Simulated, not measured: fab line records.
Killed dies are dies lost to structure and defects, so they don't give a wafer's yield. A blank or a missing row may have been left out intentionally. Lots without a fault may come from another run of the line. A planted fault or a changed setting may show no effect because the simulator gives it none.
Check for tools in common -- flow nand_harc -- Lots sampled 2, wafers sampled 6

## REASON FOR OPENING
Flagged at NHARC_END_SORT_01: reading killed_at_array, on 2 of 2 lots. No-fault wafers: 59, standard deviation 17.
Rule: flag the lot when none of its wafers has a number, or when each of its wafers that has one lies beyond 4 standard deviations from that mean. The rest of the lots are taken to be sound.

lot,measured,on,"killed_at_array, wafer by wafer",flag
L596,day 27 20:43,prober-02,671 668 667,FLAGGED
L597,day 28 19:49,prober-01,666 672 669,FLAGGED
The mean of the flagged lots' numbers is 669, +610 from the usual (+36 standard deviations).

## WHICH TOOL RAN EACH LOT
The record holds 3 process steps before the reading, out of a route of 1302 steps. Read each cell as the tool, then ch plus the chambers that the sampled wafers visited, then the start.
lot,flag,NHARC_A_CHANNEL_HOLE_D1_ETCH_39,NHARC_A_CHANNEL_HOLE_D1_ETCH_34,NHARC_A_CHANNEL_HOLE_D1_ETCH_22
L596,FLAGGED,"rie_diel-07 ch 0,1,3, day 11 23:28 or earlier","rie_diel-07 ch 0,1,2, day 11 23:28","har_etch-01 ch 0,1, day 12 02:02"
L597,FLAGGED,"rie_diel-09 ch 0,1,2, day 12 06:25 or earlier","rie_diel-09 ch 0,2,3, day 12 06:25","har_etch-02 ch 0,1, day 12 10:13"
These steps, and what they do:
- NHARC_A_CHANNEL_HOLE_D1_ETCH_39: etches the open film in N2/H2, target depth 260 nm, time 325 s.
- NHARC_A_CHANNEL_HOLE_D1_ETCH_34: etches the open film in CF4/CHF3, target depth 154 nm, time 77 s.
- NHARC_A_CHANNEL_HOLE_D1_ETCH_22: etches the open film in C4F8/O2/Ar, time 666.7 s, target depth 1600 nm.
- NHARC_END_SORT_01

## FLAGGED OVER TOTAL, TOOL BY TOOL (the gauges that took the reading come last)
step,tool,lots run,flagged,share of the flagged lots,sound lots run after its first flagged lot
NHARC_A_CHANNEL_HOLE_D1_ETCH_39,rie_diel-07,1,1,some,0
NHARC_A_CHANNEL_HOLE_D1_ETCH_39,rie_diel-09,1,1,some,0
NHARC_A_CHANNEL_HOLE_D1_ETCH_34,rie_diel-07,1,1,some,0
NHARC_A_CHANNEL_HOLE_D1_ETCH_34,rie_diel-09,1,1,some,0
NHARC_A_CHANNEL_HOLE_D1_ETCH_22,har_etch-01,1,1,some,0
NHARC_A_CHANNEL_HOLE_D1_ETCH_22,har_etch-02,1,1,some,0
NHARC_END_SORT_01,prober-01,1,1,some,0
NHARC_END_SORT_01,prober-02,1,1,some,0
With no start given for some of its lots, NHARC_A_CHANNEL_HOLE_D1_ETCH_39 uses the hours and lot order of NHARC_A_CHANNEL_HOLE_D1_ETCH_34.

## WHAT THE TABLE PERMITS
No row of the table ran every flagged lot.

## WHAT THE SIMULATOR HAD INSERTED
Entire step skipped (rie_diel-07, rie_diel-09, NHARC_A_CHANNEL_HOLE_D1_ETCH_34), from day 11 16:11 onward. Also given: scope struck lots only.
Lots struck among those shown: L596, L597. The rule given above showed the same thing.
